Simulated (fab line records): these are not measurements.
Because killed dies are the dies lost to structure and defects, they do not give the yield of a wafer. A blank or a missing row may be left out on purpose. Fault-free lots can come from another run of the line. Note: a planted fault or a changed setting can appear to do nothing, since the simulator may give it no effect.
fab line records | flow n5-finfet
record lots=11 wafers=28 last-day=17
route steps=1938 shown BEOL_M6@1231 PASSIVATION@1936
lots that met no fault: taken from a fault-free run of the same line
start-h: the number of hours between the record's first day and the start of the first shown wafer of the lot | wait-h: how many hours have passed since the lot's step before this one | " the same as in the row above | L1.1+2: a single row standing in for several wafers | - either no value or no given start | * or withheld: withheld | < > ~ a bound
route shown NAME@n: names a module that has steps shown in the file, with the first one's number in the route | usual: average and standard deviation across the fault-free wafers | same: alike in all rows | chamber/n: place in a boat | sites: each site's reading | _std_site: the values' standard deviation | _edge_site: the outer-site mean with the inner-site mean subtracted | radius-mm: how far each site lies from the wafer's centre | mask NAME#n: copy n | behind: tool/chamber where the wafer was last shaped | hold: what put the lot on hold/how long, in hours/how the hold closed | device: which transistor (n, p or np) failed to switch | end of line: tests run on the same wafers once the route is complete | a step with no rows: only its recipe | killed: dies lost to structure and defects at the first sort, not the wafer's yield | map: a wafer's dies, x killed, . not, _ none there
set.NAME: the run value of the setting; set.NAME@STEP: its run value at that earlier step | model.NAME: the simulator's own value behind a step, which no gauge read
a sample of lots followed through the steps of the route, with each step as a table and each wafer as a row
services: when a tool's chamber went out of use (start-h, in hours from the record's first day, below 0 if earlier), for how many hours, and the reason
## steps
# step N5_BEOL_M6_ETCH_72
# recipe chemistry=N2/H2 target=underlayer target-depth-a=65 mask-material=CAR-EUV time-s=5.2 ion-energy-ev=200 pressure-mtorr=30 source-w=840 bias-w=150 n2-flow-sccm=200 h2-flow-sccm=200 ends=cleared
# usual drypump-motor-current-A=5.7/0.43 etch-rf-on-time-s=5.10/0.13 n2-flow-sccm=200.0/0.64 oes-product-au=0.71/0.052 rf-vpp-V=525.2/2.6 showerhead-plenum-p-Torr=2.58/0.087 throttle-valve-pct=17.78/0.26
# columns lot.wafer tool chamber start-h wait-h drypump-motor-current-A etch-rf-on-time-s n2-flow-sccm oes-product-au rf-hours-counter-h rf-vpp-V showerhead-plenum-p-Torr throttle-valve-pct
L152.2 rie-diel-02 0 187.31 0.0 6.4 5.07 199.0 0.80 28 522.8 2.49 18.07
L152.3 " 2 " " 5.6 5.19 199.6 0.57 246 523.4 2.49 18.00
L152.6 " 0 " " 6.5 5.09 199.4 0.78 - 522.6 2.49 18.09
L151.1 rie-diel-03 0 187.34 0.0 6.1 5.27 198.3 0.70 99 525.9 2.56 18.23
L151.2 " 3 " " 5.7 5.15 199.8 0.71 57 524.9 2.59 17.77
L153.1 rie-diel-02 2 192.75 0.0 5.6 5.11 199.6 0.58 248 523.5 2.49 17.98
L153.3 " 3 " " 4.9 5.14 199.3 0.71 90 524.9 2.58 17.59
L154.2 rie-diel-03 1 212.60 0.0 5.6 4.93 199.9 0.78 25 525.6 2.69 17.50
L154.3 " 3 " " 5.7 5.08 200.7 0.72 65 526.8 2.58 17.76
L154.6 " 0 " " 6.1 5.20 200.3 0.70 - 523.1 2.56 18.26
L155.1 rie-diel-06 2 216.47 0.0 5.1 4.98 199.0 0.72 46 524.0 2.59 17.57
L155.2 " 1 " " 6.1 5.10 200.0 0.67 117 521.8 2.43 17.72
L155.5 " 1 " " 6.1 5.16 199.9 0.66 - 521.0 2.43 17.71
L158.3 rie-diel-02 1 226.63 0.0 5.7 5.04 201.0 0.83 3 524.6 2.59 17.40
L158.4 " 1 " " 5.7 5.06 200.8 0.83 - 526.6 2.59 17.42
L162.3 rie-diel-03 2 255.00 0.0 5.5 4.98 200.5 0.74 61 526.8 2.70 18.18
L162.6 " 1 " " 5.6 5.07 199.2 0.76 - 528.7 2.68 17.52
L164.1 rie-diel-03 0 260.46 0.0 6.1 5.31 199.4 0.67 124 523.9 2.55 18.26
L164.3 " 2 " " 5.5 5.05 200.7 0.73 63 527.5 2.70 18.19
L164.6 " 3 " " 5.6 5.17 201.2 0.70 - 528.0 2.58 17.79
L169.2 rie-diel-06 0 303.08 0.0 6.2 5.23 201.2 0.67 99 528.9 2.68 17.57
L169.3 " 3 " " 5.8 4.82 200.3 0.71 117 528.6 2.66 17.66
L169.4 " 2 " " 5.1 5.04 200.3 0.70 74 523.2 2.58 17.60
L173.3 rie-diel-06 3 322.68 0.0 5.8 4.85 200.2 0.70 122 527.7 2.66 17.68
L173.6 " 0 " " 6.1 5.28 200.6 0.66 - 529.1 2.68 17.58
L174.1 rie-diel-06 0 326.67 0.0 6.2 5.28 199.2 0.67 107 525.6 2.68 17.58
L174.3 " 1 " " 6.1 5.18 198.8 0.63 152 522.1 2.42 17.76
L174.4 " 2 " " 5.1 5.08 200.2 0.69 80 524.9 2.58 17.58
# step N5_BEOL_M6_ETCH_65
# recipe chemistry=CF4 target=SiARC target-depth-a=156 mask-material=CAR-EUV time-s=26 ion-energy-ev=80 pressure-mtorr=40 source-w=545 bias-w=36 Ar_flow_sccm=100 cf4-flow-sccm=100 ends=cleared
# usual drypump-motor-current-A=5.7/0.43 etch-rf-on-time-s=25.5/0.69 oes-product-au=0.71/0.052 rf-vpp-V=184.5/1.2 showerhead-plenum-p-Torr=2.17/0.063 throttle-valve-pct=15.47/0.25
# columns lot.wafer tool chamber start-h wait-h drypump-motor-current-A etch-rf-on-time-s oes-product-au rf-hours-counter-h rf-vpp-V showerhead-plenum-p-Torr throttle-valve-pct
L152.2 rie-diel-02 0 187.32 0.0 6.4 25.2 0.80 28 184.7 2.12 15.79
L152.3 " 2 " " 5.6 26.0 0.58 246 184.1 2.10 15.69
L152.6 " 0 " " 6.4 25.2 0.79 - 184.4 2.12 15.78
L151.1 rie-diel-03 0 187.35 0.0 6.1 26.1 0.70 99 184.7 2.15 15.86
L151.2 " 3 " " 5.7 25.4 0.72 57 183.8 2.17 15.33
L153.1 rie-diel-02 2 192.76 0.0 5.6 26.0 0.58 248 185.3 2.10 15.71
L153.3 " 3 " " 4.9 25.7 0.69 90 184.5 2.17 15.28
L154.2 rie-diel-03 1 212.62 0.0 5.6 24.6 0.78 25 186.5 2.26 15.44
L154.3 " 3 " " 5.6 25.8 0.70 65 182.6 2.16 15.34
L154.6 " 0 " " 6.1 26.3 0.68 - 184.6 2.15 15.87
L155.1 rie-diel-06 2 216.48 0.0 5.1 25.1 0.73 46 182.7 2.17 15.14
L155.2 " 1 " " 6.1 25.6 0.66 117 183.4 2.07 15.60
L155.5 " 1 " " 6.1 25.5 0.67 - 182.5 2.07 15.59
L158.3 rie-diel-02 1 226.65 0.0 5.7 25.2 0.84 3 184.3 2.19 15.17
L158.4 " 1 " " 5.7 25.5 0.84 - 184.3 2.19 15.17
L162.3 rie-diel-03 2 255.02 0.0 5.5 25.1 0.74 61 187.0 2.25 15.71
L162.6 " 1 " " 5.6 24.8 0.75 - 185.3 2.26 15.46
L164.1 rie-diel-03 0 260.48 0.0 6.1 26.4 0.67 124 185.9 2.15 15.90
L164.3 " 2 " " 5.5 25.2 0.74 63 184.8 2.25 15.73
L164.6 " 3 " " 5.6 25.8 0.69 - 185.6 2.16 15.38
L169.2 rie-diel-06 0 303.10 0.0 6.1 26.6 0.67 99 187.1 2.23 15.16
L169.3 " 3 " " 5.8 24.5 0.69 117 185.2 2.24 15.45
L169.4 " 2 " " 5.1 25.4 0.70 74 184.9 2.16 15.20
L173.3 rie-diel-06 3 322.70 0.0 5.8 24.2 0.69 122 185.2 2.24 15.49
L173.6 " 0 " " 6.1 26.6 0.66 - 185.8 2.23 15.18
L174.1 rie-diel-06 0 326.69 0.0 6.1 26.6 0.66 107 186.0 2.23 15.20
L174.3 " 1 " " 6.1 25.7 0.64 152 183.0 2.05 15.66
L174.4 " 2 " " 5.1 25.5 0.69 80 184.4 2.15 15.21
# step N5_BEOL_M6_ALD_77
# recipe material=TaN target-thk-a=20 temp-c=275 ald-precursor-family=PDMAT ald-co-reactant=NH3 pressure-torr=3 carrier-flow-sccm=1500 pulse-time-s=2 purge-time-s=3 co-reactant-purge-time-s=2 co-reactant-pulse-time-s=3 ald-cycles=40 precursor-vessel-temp-c=75 precursor-vessel-pressure-torr=26.25 precursor-vessel-carrier-sccm=1000
# usual ald-cycles=40/0 heater-power-w=416/54
# columns lot.wafer tool chamber start-h wait-h ald-cycles heater-power-w
L152.2 ald-metal-01 1 188.56 0.1 40 513
L152.3 " 3 " " 40 379
L152.6 " 1 " " 40 528
L151.1 ald-metal-03 3 188.62 0.0 40 402
L151.2 " 0 " " 40 397
L153.1 ald-metal-01 1 195.00 0.0 40 527
L153.3 " 2 " " 40 374
L154.2 ald-metal-03 2 213.93 0.0 40 414
L154.3 " 0 " " 40 383
L154.6 " 2 " " 40 414
L155.1 ald-metal-01 3 217.96 0.0 40 395
L155.2 " 1 " " 40 520
L155.5 " 0 " " 40 380
L158.3 ald-metal-01 2 227.65 0.0 40 382
L158.4 " 0 " " 40 382
L162.3 ald-metal-03 2 256.13 0.1 40 417
L162.6 " 3 " " 40 399
L164.1 ald-metal-04 3 261.75 0.0 40 464
L164.3 " 1 " " 40 380
L164.6 " 1 " " 40 375
L169.2 ald-metal-03 0 304.11 0.0 43 393
L169.3 " 3 " " 40 398
L169.4 " 2 " " 40 420
L173.3 ald-metal-01 3 325.26 0.1 40 387
L173.6 " 3 " " 40 394
L174.1 ald-metal-04 3 328.40 0.0 40 473
L174.3 " 1 " " 40 372
L174.4 " 0 " " 40 508
# step N5_BEOL_M6_CMP_52
# recipe stop-on=SiCOH_lowk t-overpolish-s=6.9 down-force-psi=1 platen-rpm=50 clearing-platen-down-force-psi=1.5 clearing-platen-rpm=50 post-cmp-clean=cu-alkaline target-thk-nm=80 clearing-platen-pad-velocity-m-s=0.99484 pad-velocity-m-s=0.99484
# usual motor-current-A=6.5/0.75 retaining-ring-pressure-frac=1.000/0.0052 slurry-filter-dp-kPa=13.49/0.15
# columns lot.wafer tool chamber start-h wait-h motor-current-A retaining-ring-pressure-frac slurry-filter-dp-kPa
L152.3 cmp-04 3 190.34 0.2 7.7 0.996 13.57
L152.2 " 1 " " 5.9 0.997 13.38
L152.6 " 3 " " 7.6 1.005 13.46
L151.1 cmp-02 0 190.41 0.3 5.6 1.003 13.42
L151.2 " 2 " " 6.5 1.004 13.32
L153.3 cmp-02 1 196.17 0.2 7.2 0.996 13.30
L153.1 " 2 " " 6.7 1.006 13.68
L154.3 cmp-02 0 215.19 0.2 5.2 1.000 13.51
L154.2 " 2 " " 6.7 0.991 13.65
L154.6 " 0 " " 5.5 0.998 13.52
L155.2 cmp-02 3 219.50 0.2 5.7 1.002 13.39
L155.1 " 0 " " 5.5 0.994 13.73
L155.5 " 3 " " 5.5 0.998 13.54
L158.4 cmp-04 0 229.56 0.2 6.7 0.995 13.45
L158.3 " 2 " " 6.4 1.000 13.35
L162.3 cmp-02 3 259.34 0.3 5.2 1.002 13.51
L162.6 " 0 " " 5.4 1.004 13.32
L164.3 cmp-04 0 263.40 0.4 6.8 1.006 13.42
L164.1 " 1 " " 5.9 0.996 13.50
L164.6 " 3 " " 7.3 0.993 13.76
L169.2 cmp-04 3 305.67 0.2 7.7 1.011 13.67
L169.4 " 1 " " 6.0 0.994 13.64
L169.3 " 2 " " 6.5 0.999 13.42
L173.3 cmp-02 3 326.65 0.3 5.5 1.005 13.48
L173.6 " 0 " " 5.6 1.001 13.63
L174.1 cmp-04 2 329.41 0.3 6.7 0.984 13.63
L174.3 " 0 " " 6.9 1.008 13.63
L174.4 " 1 " " 6.2 1.003 13.29
# step N5_PASSIVATION_PROBE_49
# usual defect-limited-yield=91.2/1.5 killed_at_M0_to_M3=36/10 killed_at_M4_up=13/6 killed-at-contacts=11/5.2 killed-at-front-end=40/11 killed-at-other=3.1/2.9 killed-dies=104/17 killed-open=66/12 killed-short=34/7.7 sort_bin_5_function=5.1/0.91 sort_bin_6_memory=3.2/0.67 sort-n-pass=1076/17 sort-yield-pct=91.2/1.5
# same gross-dies=1180 killed-at-back-side=0 sort_bin_4_leakage[%]=0 sort_bin_8_speed[%]=0
# columns lot.wafer tool chamber start-h wait-h defect-limited-yield[%] killed_at_M0_to_M3 killed_at_M4_up killed-at-contacts killed-at-front-end killed-at-other killed-dies killed-open killed-short sort_bin_5_function[%] sort_bin_6_memory[%] sort-n-pass sort-yield-pct[%]
L152.2 prober-01 - 272.63 0.1 88.9 26 21 14 61 9 131 85 36 6.3 3.6 1049 88.9
L152.3 prober-01 - 272.68 0.1 88.7 56 14 13 44 6 133 70 54 5.8 4.4 1047 88.7
L152.6 prober-01 - 272.83 0.3 92.8 18 7 19 39 2 85 42 34 3.3 2.7 1095 92.8
L153.1 prober-01 - 282.10 0.0 92.6 24 8 11 42 2 87 62 25 4.7 2.4 1093 92.6
L153.3 prober-01 - 282.20 0.1 92.5 35 8 8 31 6 88 49 36 4.3 2.8 1092 92.5
L151.1 prober-02 - 283.88 0.0 89.1 59 13 3 52 2 129 82 46 5.8 4.7 1051 89.1
L151.2 prober-02 - 283.93 0.1 88.3 59 16 10 51 2 138 90 43 6.5 4.6 1042 88.3
L154.2 prober-02 - 299.51 0.1 92.4 23 17 16 28 6 90 51 34 4.5 3.0 1090 92.4
L154.3 prober-02 - 299.56 0.1 91.7 34 21 10 32 1 98 60 35 5.5 2.6 1082 91.7
L154.6 prober-02 - 299.71 0.3 90.9 34 22 18 30 3 107 73 32 5.3 3.7 1073 90.9
L155.1 prober-01 - 301.01 0.3 91.7 37 23 11 18 9 98 69 24 4.5 3.3 1082 91.7
L155.2 prober-01 - 301.06 0.3 91.8 36 20 14 20 7 97 74 23 4.6 3.5 1083 91.8
L155.5 prober-01 - 301.21 0.5 88.9 46 22 9 43 11 131 84 37 5.8 4.3 1049 88.9
L158.3 prober-01 - 310.75 0.1 89.7 35 11 21 50 5 122 77 42 5.6 4.2 1058 89.7
L158.4 prober-01 - 310.80 0.2 91.9 43 7 16 26 4 96 60 34 4.8 3.0 1084 91.9
L162.3 prober-02 - 344.61 0.1 90.7 32 14 25 37 2 110 71 36 6.0 3.1 1070 90.7
L162.6 prober-02 - 344.76 0.3 92.8 28 10 13 32 2 85 50 33 4.9 2.0 1095 92.8
L164.1 prober-02 - 352.91 0.7 91.5 35 13 17 34 1 100 68 32 5.1 3.3 1080 91.5
L164.3 prober-02 - 353.01 0.8 92.8 38 10 6 30 1 85 63 20 4.7 2.4 1095 92.8
L164.6 prober-02 - 353.16 0.9 90.9 29 18 11 45 4 107 72 35 5.7 3.3 1073 90.9
L169.2 prober-01 - 388.72 0.1 91.4 37 6 7 47 4 101 59 40 4.6 3.6 1079 91.4
L169.3 prober-01 - 388.77 0.1 90.4 43 12 17 41 0 113 73 36 5.1 3.8 1067 90.4
L169.4 prober-01 - 388.82 0.2 93.2 28 8 10 33 1 80 51 26 3.9 2.7 1100 93.2
L173.3 prober-02 - 417.38 0.1 93.0 26 14 2 39 2 83 48 34 3.9 2.8 1097 93.0
L173.6 prober-02 - 417.53 0.3 91.2 27 12 11 50 4 104 66 37 5.3 3.0 1076 91.2
L174.1 prober-01 - 417.80 0.0 92.0 37 13 11 27 6 94 55 33 5.3 2.5 1086 92.0
L174.3 prober-01 - 417.90 0.1 90.2 55 12 9 34 6 116 72 41 6.2 3.5 1064 90.2
L174.4 prober-01 - 417.95 0.2 90.9 44 12 13 32 6 107 65 31 5.0 3.4 1073 90.9
# killed by level:class
L152.2 FIN_SAQP:geometric-particle:open=22 MOL_CONTACT_COAG:geometric-particle:open=12 HKMG_FIN:area-etch=9 BEOL_M0_SAQP:geometric-particle:open=6 BEOL_M1:geometric-particle:short=6 DUMMY_GATE:geometric-particle:open=5 PAD_METAL:geometric-particle:open=5 BEOL_M1:geometric-particle:open=4
L152.3 BEOL_M0_SAQP:geometric-particle:open=16 BEOL_M0_SAQP:geometric-particle:short=13 GATE_CUT:geometric-particle:short=10 MOL_CONTACT_COAG:geometric-particle:open=9 BEOL_M2:geometric-particle:open=9 HKMG_FIN:area-etch=9 BEOL_M1:geometric-particle:short=7 FIN_SAQP:geometric-particle:open=6
L152.6 MOL_CONTACT_COAG:geometric-particle:open=11 HKMG_FIN:area-etch=8 MOL_CONTACT_COAG:geometric-particle:short=7 BEOL_M0_SAQP:geometric-particle:short=6 BEOL_M0_SAQP:geometric-particle:open=6 FIN_SAQP:geometric-particle:open=5 STI_FIN_REVEAL:geometric-particle:open=5 GATE_CUT:geometric-particle:short=4
L153.1 FIN_SAQP:geometric-particle:open=16 MOL_CONTACT_COAG:geometric-particle:open=8 BEOL_M0_SAQP:geometric-particle:open=8 STI_FIN_REVEAL:geometric-particle:open=7 BEOL_M1:geometric-particle:open=7 FIN_SAQP:geometric-particle:short=4 BEOL_M3:geometric-particle:open=4 STARTING-WAFER:geometric-particle:short=4
L153.3 BEOL_M0_SAQP:geometric-particle:open=9 FIN_SAQP:geometric-particle:open=8 BEOL_M0:geometric-particle:short=8 MOL_CONTACT_COAG:geometric-particle:open=5 BEOL_M0_SAQP:geometric-particle:short=5 FIN_SAQP:geometric-particle:short=4 BEOL_M1:geometric-particle:open=4 STI_FIN_REVEAL:geometric-particle:open=4
L151.1 BEOL_M0_SAQP:geometric-particle:short=14 STI_FIN_REVEAL:geometric-particle:open=12 FIN_SAQP:geometric-particle:open=9 BEOL_M1:geometric-particle:open=9 BEOL_M2:geometric-particle:open=9 BEOL_M0_SAQP:geometric-particle:open=8 GATE_CUT:geometric-particle:short=7 GATE_CUT:geometric-particle:open=5
L151.2 STI_FIN_REVEAL:geometric-particle:open=17 BEOL_M0_SAQP:geometric-particle:open=12 BEOL_M3:geometric-particle:open=11 FIN_SAQP:geometric-particle:open=10 BEOL_M0_SAQP:geometric-particle:short=9 FIN_SAQP:geometric-particle:short=8 MOL_CONTACT_COAG:geometric-particle:open=8 GATE_CUT:geometric-particle:short=5
L154.2 FIN_SAQP:geometric-particle:open=11 MOL_CONTACT_COAG:geometric-particle:open=8 MOL_CONTACT_COAG:geometric-particle:short=7 BEOL_M4:geometric-particle:open=7 BEOL_M3:geometric-particle:open=6 FIN_SAQP:geometric-particle:short=4 BEOL_M0_SAQP:geometric-particle:short=4 STARTING-WAFER:geometric-particle:open=4
L154.3 FIN_SAQP:geometric-particle:short=11 BEOL_M0_SAQP:geometric-particle:short=10 FIN_SAQP:geometric-particle:open=9 MOL_CONTACT_COAG:geometric-particle:open=9 BEOL_M0_SAQP:geometric-particle:open=9 BEOL_M1:geometric-particle:open=8 BEOL_M4:geometric-particle:open=5 BEOL_M6:geometric-particle:open=4
L154.6 MOL_CONTACT_COAG:geometric-particle:open=15 FIN_SAQP:geometric-particle:open=9 BEOL_M4:geometric-particle:open=7 BEOL_M0_SAQP:geometric-particle:short=6 BEOL_M1:geometric-particle:open=6 BEOL_M3:geometric-particle:open=6 BEOL_M0_SAQP:geometric-particle:open=5 BEOL_M4:geometric-particle:short=4
L155.1 BEOL_M1:geometric-particle:open=13 BEOL_M4:geometric-particle:open=10 MOL_CONTACT_COAG:geometric-particle:open=8 BEOL_M0:geometric-particle:open=7 STI_FIN_REVEAL:geometric-particle:open=6 BEOL_M0_SAQP:geometric-particle:open=6 BEOL_M4:geometric-particle:short=6 PASS1_CAP:geometric-particle:open=4
L155.2 BEOL_M4:geometric-particle:open=13 MOL_CONTACT_COAG:geometric-particle:open=12 BEOL_M0:geometric-particle:open=8 FIN_SAQP:geometric-particle:open=7 BEOL_M0_SAQP:geometric-particle:open=7 BEOL_M3:geometric-particle:open=7 BEOL_M0_SAQP:geometric-particle:short=5 FIN_SAQP:geometric-particle:short=4
L155.5 BEOL_M0_SAQP:geometric-particle:open=11 STI_FIN_REVEAL:geometric-particle:open=10 BEOL_M0_SAQP:geometric-particle:short=10 BEOL_M2:geometric-particle:open=10 BEOL_M4:geometric-particle:open=9 MOL_CONTACT_COAG:geometric-particle:open=7 BEOL_M3:geometric-particle:open=7 FIN_SAQP:geometric-particle:short=6
L158.3 FIN_SAQP:geometric-particle:short=25 MOL_CONTACT_COAG:geometric-particle:open=15 BEOL_M1:geometric-particle:open=12 FIN_SAQP:geometric-particle:open=7 STI_FIN_REVEAL:geometric-particle:open=7 BEOL_M3:geometric-particle:open=6 BEOL_M2:geometric-particle:open=5 MOL_CONTACT_COAG:geometric-particle:short=5
L158.4 MOL_CONTACT_COAG:geometric-particle:open=13 BEOL_M0_SAQP:geometric-particle:short=12 BEOL_M0_SAQP:geometric-particle:open=12 GATE_CUT:geometric-particle:open=7 BEOL_M3:geometric-particle:open=7 BEOL_M1:geometric-particle:short=5 FIN_SAQP:geometric-particle:open=4 DUMMY_GATE:geometric-particle:open=3
L162.3 MOL_CONTACT_COAG:geometric-particle:open=15 BEOL_M0_SAQP:geometric-particle:short=10 FIN_SAQP:geometric-particle:open=9 MOL_CONTACT_COAG:geometric-particle:short=9 FIN_SAQP:geometric-particle:short=7 BEOL_M0_SAQP:geometric-particle:open=7 BEOL_M3:geometric-particle:open=6 BEOL_M2:geometric-particle:open=5
L162.6 BEOL_M0_SAQP:geometric-particle:short=9 STI_FIN_REVEAL:geometric-particle:open=8 MOL_CONTACT_COAG:geometric-particle:open=8 BEOL_M4:geometric-particle:open=8 BEOL_M1:geometric-particle:open=6 STARTING-WAFER:geometric-particle:short=5 MOL_CONTACT_COAG:geometric-particle:short=4 BEOL_M0_SAQP:geometric-particle:open=4
L164.1 MOL_CONTACT_COAG:geometric-particle:open=14 BEOL_M3:geometric-particle:open=11 BEOL_M2:geometric-particle:open=9 FIN_SAQP:geometric-particle:short=7 FIN_SAQP:geometric-particle:open=6 BEOL_M0:geometric-particle:open=5 STARTING-WAFER:geometric-particle:open=5 DUMMY_GATE:geometric-particle:open=4
L164.3 BEOL_M3:geometric-particle:open=12 BEOL_M0_SAQP:geometric-particle:open=8 STI_FIN_REVEAL:geometric-particle:open=6 MOL_CONTACT_COAG:geometric-particle:open=6 FIN_SAQP:geometric-particle:open=5 DUMMY_GATE:geometric-particle:open=5 BEOL_M2:geometric-particle:open=5 SPACER0:geometric-particle:open=4
L164.6 FIN_SAQP:geometric-particle:open=12 MOL_CONTACT_COAG:geometric-particle:open=9 BEOL_M3:geometric-particle:open=9 BEOL_M5:geometric-particle:open=7 FIN_SAQP:geometric-particle:short=6 DUMMY_GATE:geometric-particle:open=6 BEOL_M4:geometric-particle:open=6 GATE_CUT:geometric-particle:short=5
L169.2 FIN_SAQP:geometric-particle:open=12 FIN_SAQP:geometric-particle:short=11 BEOL_M0_SAQP:geometric-particle:short=10 BEOL_M0_SAQP:geometric-particle:open=9 BEOL_M3:geometric-particle:open=8 STARTING-WAFER:geometric-particle:short=8 DUMMY_GATE:geometric-particle:open=7 MOL_CONTACT_COAG:geometric-particle:open=6
L169.3 FIN_SAQP:geometric-particle:open=14 MOL_CONTACT_COAG:geometric-particle:open=13 BEOL_M0_SAQP:geometric-particle:short=11 FIN_SAQP:geometric-particle:short=10 BEOL_M0_SAQP:geometric-particle:open=9 BEOL_M2:geometric-particle:open=9 BEOL_M4:geometric-particle:open=6 DUMMY_GATE:geometric-particle:open=5
L169.4 FIN_SAQP:geometric-particle:open=12 FIN_SAQP:geometric-particle:short=12 MOL_CONTACT_COAG:geometric-particle:open=7 BEOL_M3:geometric-particle:open=7 BEOL_M2:geometric-particle:open=5 BEOL_M0_SAQP:geometric-particle:open=4 BEOL_M0_SAQP:geometric-particle:short=3 BEOL_M1:geometric-particle:open=3
L173.3 FIN_SAQP:geometric-particle:open=10 BEOL_M3:geometric-particle:open=8 FIN_SAQP:geometric-particle:short=7 BEOL_M0_SAQP:geometric-particle:open=7 BEOL_M4:geometric-particle:open=6 GATE_CUT:geometric-particle:short=5 BEOL_M0_SAQP:geometric-particle:short=5 SPACER0:geometric-particle:short=3
L173.6 FIN_SAQP:geometric-particle:short=16 FIN_SAQP:geometric-particle:open=14 BEOL_M3:geometric-particle:open=10 MOL_CONTACT_COAG:geometric-particle:open=9 STI_FIN_REVEAL:geometric-particle:open=7 BEOL_M0_SAQP:geometric-particle:open=7 BEOL_M4:geometric-particle:open=5 STARTING-WAFER:geometric-particle:open=3
L174.1 BEOL_M0_SAQP:geometric-particle:short=12 MOL_CONTACT_COAG:geometric-particle:open=9 BEOL_M0_SAQP:geometric-particle:open=9 STI_FIN_REVEAL:geometric-particle:open=6 BEOL_M3:geometric-particle:open=5 STARTING-WAFER:geometric-particle:open=4 FIN_SAQP:geometric-particle:short=3 SPACER0:geometric-particle:short=3
L174.3 BEOL_M0_SAQP:geometric-particle:short=23 BEOL_M0_SAQP:geometric-particle:open=17 FIN_SAQP:geometric-particle:open=9 MOL_CONTACT_COAG:geometric-particle:open=8 STI_FIN_REVEAL:geometric-particle:open=6 BEOL_M4:geometric-particle:open=6 FIN_SAQP:geometric-particle:short=5 BEOL_M2:geometric-particle:open=4
L174.4 BEOL_M0_SAQP:geometric-particle:open=12 MOL_CONTACT_COAG:geometric-particle:open=10 BEOL_M0_SAQP:geometric-particle:short=10 BEOL_M3:geometric-particle:open=8 FIN_SAQP:geometric-particle:short=6 FIN_SAQP:geometric-particle:open=6 BEOL_M4:geometric-particle:open=6 HKMG_FIN:area-etch=6
## services
# columns tool chamber start-h hours kind
ald-metal-04 1 170.44 13.7 repair
rie-diel-02 2 177.14 9.3 repair
rie-diel-02 1 178.63 14.1 repair
cmp-02 - 182.60 0.2 repair
ald-metal-04 - 186.83 8.7 pm
rie-diel-03 1 186.86 6.5 repair
cmp-02 - 200.56 2.4 repair
rie-diel-03 1 202.38 5.7 repair
rie-diel-03 - 207.12 0.4 repair
cmp-02 - 215.42 4.0 pm
rie-diel-02 2 220.79 6.6 repair
rie-diel-02 3 222.10 1.4 repair
cmp-02 - 244.01 1.5 repair
rie-diel-03 2 246.73 2.6 repair
ald-metal-01 1 252.08 4.1 repair
ald-metal-03 - 259.98 8.7 pm
ald-metal-03 1 272.93 4.8 repair
cmp-02 - 287.69 1.8 repair
cmp-04 - 301.90 1.0 repair
cmp-02 - 305.39 3.3 repair
rie-diel-06 - 307.32 2.8 pm
cmp-04 - 309.92 4.0 pm
ald-metal-03 0 317.25 10.0 repair
ald-metal-03 1 319.23 13.0 repair
## key
first-sign step=N5_BEOL_M6_ALD_77 reading=ald-cycles direction=up sigmas=99+ usual=* struck=*
effect none on later readings
met-at N5_BEOL_M6_ALD_77
struck-lots L169
struck-wafers L169.2
not-acting-at N5_BEOL_M6_ETCH_72,N5_BEOL_M6_ETCH_65,N5_BEOL_M6_CMP_52
onset-between 213.93 304.11
fault kind=process-parameter-drift tool=ald-metal-03 chamber=0 onset-h=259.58 steps=N5_BEOL_M6_ALD_77 channel=ald-cycles offset=* shape=step end-h=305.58 acts-in=* stated=*
